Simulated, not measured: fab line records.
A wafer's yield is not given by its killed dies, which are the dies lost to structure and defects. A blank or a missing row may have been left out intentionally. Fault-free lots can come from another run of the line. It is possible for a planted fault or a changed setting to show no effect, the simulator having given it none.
fab line records ; flow nandHarc
[record] lots = 10; wafers = 28; lastDay = 23
route steps=1159 shown A_BONDPAD@1076 HYBRID_BOND@1094 THIN_TSV@1101
lots untouched by any fault: they come from a run of this same line in which no faults occurred
startH: the number of hours between the record's first day and the start of the first shown wafer of the lot ; waitH: time in hours since the lot's previous step ; " same as the row above ; L1.1+2: several wafers, shown together as one row ; - no value, or no start was given ; * or withheld: withheld ; < > ~ a bound
route shown NAME@n: a module of which the file shows steps, and the number in the route of the first ; usual: mean and standard deviation over wafers with no fault ; same: alike in all rows ; chamber/n: place in a boat ; sites: each site's reading ; _std_site: their standard deviation ; _edge_site: the outer-site mean with the inner-site mean subtracted ; radiusMm: how far each site lies from the wafer's centre ; mask NAME#n: copy n ; behind: tool/chamber where the wafer was last shaped ; hold: what put the lot on hold/how long, in hours/how the hold closed ; device: which transistor (n, p or np) failed to switch ; end of line: tests run on the same wafers once the route is complete ; a step given without rows: its recipe and nothing more ; killed: dies that structure and defects cost at the first sort, which is not the same as the wafer's yield ; map: the dies of a wafer, with x for killed, . for not killed, _ for no die there
set.NAME: the setting the step ran with; set.NAME@STEP: the setting that earlier step ran with ; model.NAME: the simulator's own value behind a step, which no gauge read
the route's steps for a sample of lots (tables are steps, rows are wafers)
services: a tool's chamber out of use, with start hour (startH, from the record's first day; less than 0 if before it), hours out, and reason
[[steps]]
[step NHARC_A_BONDPAD_ETCH_34]
[recipe] targetDepthA = 600; overetchA = 180; timeS = 65.91; ionEnergyEv = 200; n2FlowSccm = 150; h2FlowSccm = 150; arFlowSccm = 0; rfW = 400; biasW = 150; chemistry = N2/H2
[usual] biasW = 150.0/0.44; drypumpMotorCurrentA = 5.7/0.32; h2FlowSccm = 150.0/0.47; oesProductAu = 1.005/0.011; rfVppV = 432.0/2.3; showerheadPlenumPTorr = 2.09/0.078; throttleValvePct = 14.172/0.0086
lot.wafer;tool;chamber;startH;waitH;biasW;drypumpMotorCurrentA;h2FlowSccm;oesProductAu;rfHoursCounterH;rfVppV;showerheadPlenumPTorr;throttleValvePct
L884.2;rieDiel-13;3;404.78;0.1;150.4;5.6;150.1;1.030;5;435.0;2.18;14.170
L884.3;rieDiel-13;0;404.78;0.1;149.5;5.7;149.9;1.017;5;429.8;2.06;14.174
L884.4;rieDiel-13;3;404.78;0.1;149.8;5.6;150.1;1.041;-;435.6;2.18;14.161
L883.1;rieDiel-13;2;407.90;0.1;150.7;5.5;149.9;0.999;5;431.4;2.09;14.168
L883.5;rieDiel-13;2;407.90;0.1;150.9;5.5;150.5;1.001;-;431.6;2.08;14.168
L883.6;rieDiel-13;3;407.90;0.1;150.2;5.6;149.3;1.016;-;433.3;2.18;14.157
L886.3;rieDiel-13;1;413.97;0.1;150.5;6.2;149.6;1.004;5;433.3;2.12;14.175
L886.4;rieDiel-13;3;413.97;0.1;149.5;5.6;150.0;1.021;5;435.0;2.18;14.186
L886.6;rieDiel-13;0;413.97;0.1;150.3;5.7;149.9;1.018;-;431.7;2.06;14.162
L885.4;rieDiel-13;0;415.80;0.1;149.8;5.7;149.7;1.012;6;429.7;2.06;14.168
L885.3;rieDiel-13;2;415.80;0.1;150.5;5.5;150.5;0.990;5;432.4;2.08;14.188
L885.5;rieDiel-13;3;415.80;0.1;150.4;5.6;150.0;1.022;-;435.5;2.18;14.178
L888.4;rieDiel-13;2;428.73;0.1;149.9;5.5;149.6;0.993;6;432.3;2.08;14.178
L888.6;rieDiel-13;0;428.73;0.1;150.2;5.7;149.8;1.012;-;432.9;2.06;14.166
L888.5;rieDiel-13;1;428.73;0.1;149.6;6.2;150.5;1.007;-;432.3;2.12;14.176
L889.2;rieDiel-13;3;434.28;0.1;149.7;5.6;150.0;1.021;6;434.0;2.18;14.180
L889.6;rieDiel-13;3;434.28;0.1;149.4;5.6;150.3;1.016;-;435.8;2.18;14.182
L889.5;rieDiel-13;0;434.28;0.1;150.5;5.7;149.7;1.018;-;432.0;2.06;14.171
L887.2;rieDiel-13;2;442.20;0.1;149.4;5.5;149.1;0.994;6;430.3;2.08;14.161
L887.5;rieDiel-13;2;442.20;0.1;150.1;5.5;149.7;0.994;-;431.0;2.08;14.186
L887.6;rieDiel-13;3;442.20;0.1;149.5;5.6;150.3;1.022;-;434.0;2.18;14.172
L892.1;rieDiel-09;1;450.78;0.1;149.4;5.2;149.4;0.998;4;431.7;2.12;14.164
L892.4;rieDiel-09;0;450.78;0.1;149.7;5.5;150.2;1.000;4;426.4;1.91;14.158
L892.6;rieDiel-09;1;450.78;0.1;149.4;5.2;150.1;0.989;-;432.9;2.12;14.163
L896.1;rieDiel-09;3;485.20;0.1;150.5;6.2;150.1;1.004;16;433.8;2.17;14.153
L896.4;rieDiel-09;0;485.20;0.1;150.1;5.6;150.1;0.990;16;427.3;1.91;14.168
L896.5;rieDiel-09;0;485.20;0.1;151.0;5.5;150.4;0.997;-;426.2;1.91;14.185
L900.1;rieDiel-10;0;520.18;0.1;149.7;5.7;150.6;1.006;28;434.9;2.17;14.181
[step NHARC_HYBRID_BOND_ACTIVATE_00]
[recipe] timeS = 60; n2FlowSccm = 200; arFlowSccm = 0; biasPowerW = 0; chemistry = N2
[usual] drypumpMotorCurrentA = 5.7/0.52; oesProductAu = 1.000/0.0081; rfVppV = 64.2/0.9; showerheadPlenumPTorr = 1.78/0.078
lot.wafer;tool;chamber;startH;waitH;drypumpMotorCurrentA;oesProductAu;rfHoursCounterH;rfVppV;showerheadPlenumPTorr
L884.2;rieDiel-05;1;407.38;0.1;6.5;1.009;7;64.4;1.76
L884.3;rieDiel-05;2;407.38;0.1;5.7;0.994;7;64.4;1.78
L884.4;rieDiel-05;3;407.38;0.1;5.6;0.995;7;65.4;1.72
L883.1;rieDiel-03;2;410.52;0.1;5.3;0.997;3;65.4;1.90
L883.6;rieDiel-03;3;410.52;0.1;6.2;0.977;-;64.4;1.64
L883.5;rieDiel-03;0;410.52;0.1;5.3;1.007;-;62.3;1.69
L886.4;rieDiel-05;0;416.58;0.1;5.0;1.007;8;64.3;1.88
L886.3;rieDiel-05;2;416.58;0.1;5.7;1.000;7;64.0;1.78
L886.6;rieDiel-05;0;416.58;0.1;5.0;0.989;-;64.1;1.88
L885.3;rieDiel-02;1;418.37;0.1;5.6;0.985;33;64.0;1.77
L885.4;rieDiel-02;3;418.37;0.1;5.5;0.992;29;64.0;1.66
L885.5;rieDiel-02;0;418.37;0.1;5.8;1.012;-;64.0;1.76
L888.4;rieDiel-05;2;431.46;0.1;5.7;1.009;9;63.3;1.78
L888.6;rieDiel-05;1;431.46;0.1;6.6;1.001;-;63.6;1.76
L888.5;rieDiel-05;2;431.46;0.1;5.7;1.000;-;63.5;1.78
L889.2;rieDiel-03;3;436.83;0.1;6.2;1.005;10;63.6;1.64
L889.6;rieDiel-03;2;436.83;0.1;5.3;0.998;-;63.9;1.90
L889.5;rieDiel-03;3;436.83;0.1;6.2;1.003;-;62.3;1.64
L887.2;rieDiel-05;0;444.79;0.1;4.9;0.997;10;63.9;1.88
L887.5;rieDiel-05;0;444.79;0.1;5.0;0.996;-;66.3;1.88
L887.6;rieDiel-05;1;444.79;0.1;6.5;1.000;-;65.8;1.76
L892.4;rieDiel-05;3;453.40;0.1;5.6;0.999;11;64.3;1.71
L892.1;rieDiel-05;1;453.40;0.1;6.6;1.003;11;63.5;1.75
L892.6;rieDiel-05;3;453.40;0.1;5.6;0.992;-;62.2;1.71
L896.4;rieDiel-05;2;487.77;0.1;5.8;1.009;14;63.9;1.78
L896.1;rieDiel-05;3;487.77;0.1;5.6;0.997;15;64.8;1.71
L896.5;rieDiel-05;2;487.77;0.1;5.7;1.008;-;65.6;1.78
L900.1;rieDiel-03;0;523.14;0.1;5.2;1.001;43;63.4;1.68
[step NHARC_HYBRID_BOND_OVL_MEAS_05]
[usual] overlayXNm = 3/30; overlayYNm = 0/34
lot.wafer;tool;chamber;startH;waitH;overlayXNm;overlayYNm
L884.2;overlay-02;-;423.69;0.4;2;-25
L884.3;overlay-02;-;423.69;0.4;6;67
L884.4;overlay-02;-;423.69;0.4;-6;-24
L886.3;overlay-01;-;423.69;0.4;11;-1
L886.4;overlay-01;-;423.69;0.4;-24;30
L886.6;overlay-01;-;423.69;0.4;-2;6
L883.1;overlay-02;-;423.70;0.4;7;-8
L883.5;overlay-02;-;423.70;0.4;40;-8
L883.6;overlay-02;-;423.70;0.4;18;30
L885.3;overlay-02;-;431.80;0.4;16;-41
L885.4;overlay-02;-;431.80;0.4;-23;31
L885.5;overlay-02;-;431.80;0.4;-25;22
L889.2;overlay-02;-;443.69;0.4;-10;-8
L889.5;overlay-02;-;443.69;0.4;-27;41
L889.6;overlay-02;-;443.69;0.4;-1;-25
L888.4;overlay-01;-;443.69;0.4;11;-5
L888.5;overlay-01;-;443.69;0.4;53;22
L888.6;overlay-01;-;443.69;0.4;48;-21
L887.2;overlay-01;-;452.36;0.4;15;33
L887.5;overlay-01;-;452.36;0.4;-11;82
L887.6;overlay-01;-;452.36;0.4;-26;-30
L892.1;overlay-01;-;463.13;0.4;13;-1
L892.4;overlay-01;-;463.13;0.4;23;23
L892.6;overlay-01;-;463.13;0.4;-49;-10
L896.1;overlay-01;-;496.67;0.4;-13;8
L896.4;overlay-01;-;496.67;0.4;5;10
L896.5;overlay-01;-;496.67;0.4;64;50
L900.1;overlay-02;-;532.11;0.4;-46;60
[step NHARC_THIN_TSV_GRIND_00]
[recipe] targetThkUm = 6
[usual] motorCurrentA = 12.003/0.021
lot.wafer;tool;chamber;startH;waitH;motorCurrentA
L884.2;grinder-01;0;424.09;0.3;12.035
L884.3;grinder-01;0;424.09;0.3;12.018
L884.4;grinder-01;0;424.09;0.3;11.990
L886.3;grinder-01;0;425.48;1.7;11.950
L886.4;grinder-01;0;425.48;1.7;12.001
L886.6;grinder-01;0;425.48;1.7;11.991
L883.1;grinder-01;0;426.30;2.5;12.016
L883.5;grinder-01;0;426.30;2.5;11.963
L883.6;grinder-01;0;426.30;2.5;11.991
L885.3;grinder-01;0;432.40;0.5;11.979
L885.4;grinder-01;0;432.40;0.5;12.040
L885.5;grinder-01;0;432.40;0.5;12.012
L889.2;grinder-01;0;444.09;0.3;12.007
L889.5;grinder-01;0;444.09;0.3;12.020
L889.6;grinder-01;0;444.09;0.3;12.001
L888.4;grinder-01;0;445.68;1.9;12.029
L888.5;grinder-01;0;445.68;1.9;11.988
L888.6;grinder-01;0;445.68;1.9;11.974
L887.2;grinder-01;0;452.76;0.3;11.983
L887.5;grinder-01;0;452.76;0.3;12.051
L887.6;grinder-01;0;452.76;0.3;12.019
L892.1;grinder-01;0;463.33;0.1;12.020
L892.4;grinder-01;0;463.33;0.1;11.987
L892.6;grinder-01;0;463.33;0.1;12.008
L896.1;grinder-01;0;499.27;2.5;12.040
L896.4;grinder-01;0;499.27;2.5;12.023
L896.5;grinder-01;0;499.27;2.5;11.995
L900.1;grinder-01;0;532.32;0.1;11.972
[step NHARC_THIN_TSV_THK_MEAS_02]
[recipe] thkMeasGauge = ir
[usual] thkNm = 3016/210
lot.wafer;tool;chamber;startH;waitH;thkNm
L884.2;filmMetro-02;-;425.37;-;3052
L884.3;filmMetro-02;-;425.37;-;3131
L884.4;filmMetro-02;-;425.37;-;3164
L886.3;filmMetro-02;-;426.59;0.2;3398
L886.4;filmMetro-02;-;426.59;0.2;2803
L886.6;filmMetro-02;-;426.59;0.2;3000
L883.1;filmMetro-02;-;427.79;-;2741
L883.5;filmMetro-02;-;427.79;-;3051
L883.6;filmMetro-02;-;427.79;-;3233
L885.3;filmMetro-02;-;433.50;-;2706
L885.4;filmMetro-02;-;433.50;-;2860
L885.5;filmMetro-02;-;433.50;-;2831
L889.2;filmMetro-02;-;445.36;-;2881
L889.5;filmMetro-02;-;445.36;-;3124
L889.6;filmMetro-02;-;445.36;-;3213
L888.4;filmMetro-01;-;446.59;-;3313
L888.5;filmMetro-01;-;446.59;-;3188
L888.6;filmMetro-01;-;446.59;-;3156
L887.2;filmMetro-01;-;454.05;-;3151
L887.5;filmMetro-01;-;454.05;-;3063
L887.6;filmMetro-01;-;454.05;-;2974
L892.1;filmMetro-01;-;464.83;-;2840
L892.4;filmMetro-01;-;464.83;-;2982
L892.6;filmMetro-01;-;464.83;-;3284
L896.1;filmMetro-01;-;500.76;0.2;3212
L896.4;filmMetro-01;-;500.76;0.2;3169
L896.5;filmMetro-01;-;500.76;0.2;3262
L900.1;filmMetro-01;-;533.80;-;2
[[services]]
tool;chamber;startH;hours;kind
rieDiel-13;0;383.00;-;clean
rieDiel-13;1;383.00;-;clean
rieDiel-13;2;383.00;-;clean
rieDiel-13;3;383.00;-;clean
rieDiel-03;-;392.41;9.0;pm
rieDiel-09;2;401.69;12.6;repair
rieDiel-13;1;403.71;2.0;repair
rieDiel-13;0;407.50;-;clean
rieDiel-13;1;407.50;-;clean
rieDiel-09;2;428.25;14.1;repair
rieDiel-09;-;431.26;9.0;pm
rieDiel-03;3;438.14;1.9;repair
rieDiel-13;-;453.00;9.0;pm
rieDiel-09;3;453.44;1.9;repair
rieDiel-03;2;457.71;3.9;repair
rieDiel-09;-;461.79;0.3;repair
rieDiel-10;2;462.02;18.7;repair
rieDiel-03;0;477.72;8.0;repair
rieDiel-05;0;492.40;8.0;repair
rieDiel-13;0;498.31;4.2;repair
rieDiel-02;-;505.18;9.0;pm
rieDiel-05;-;517.60;9.0;pm
grinder-01;-;528.19;0.5;repair
rieDiel-10;-;530.58;9.0;pm
[[key]]
[firstSign] step = NHARC_THIN_TSV_THK_MEAS_02; reading = thkNm; direction = down; sigmas = 14; usual = 3016; struck = 2
effect none on later readings
metAt NHARC_THIN_TSV_GRIND_00
struckLots L900
laterRowsLeftOut L900.1
sortLeftOut L900.1
notActingAt NHARC_A_BONDPAD_ETCH_34,NHARC_HYBRID_BOND_ACTIVATE_00,NHARC_HYBRID_BOND_OVL_MEAS_05
onsetBetween 499.27 532.32
alsoFits time
[fault] kind = processParameterDrift; tool = grinder-01; chamber = -; onsetH = 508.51; steps = NHARC_THIN_TSV_GRIND_00; channel = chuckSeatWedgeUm; offset = 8; shape = step; endH = 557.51
// sortLeftOut: the simulated sort isn't trusted on such a fault, so these wafers' sort isn't shown, and their yield isn't known
// laterRowsLeftOut: the simulator's readings of these wafers behind a module that went badly wrong aren't trusted and aren't shown, but for the sort
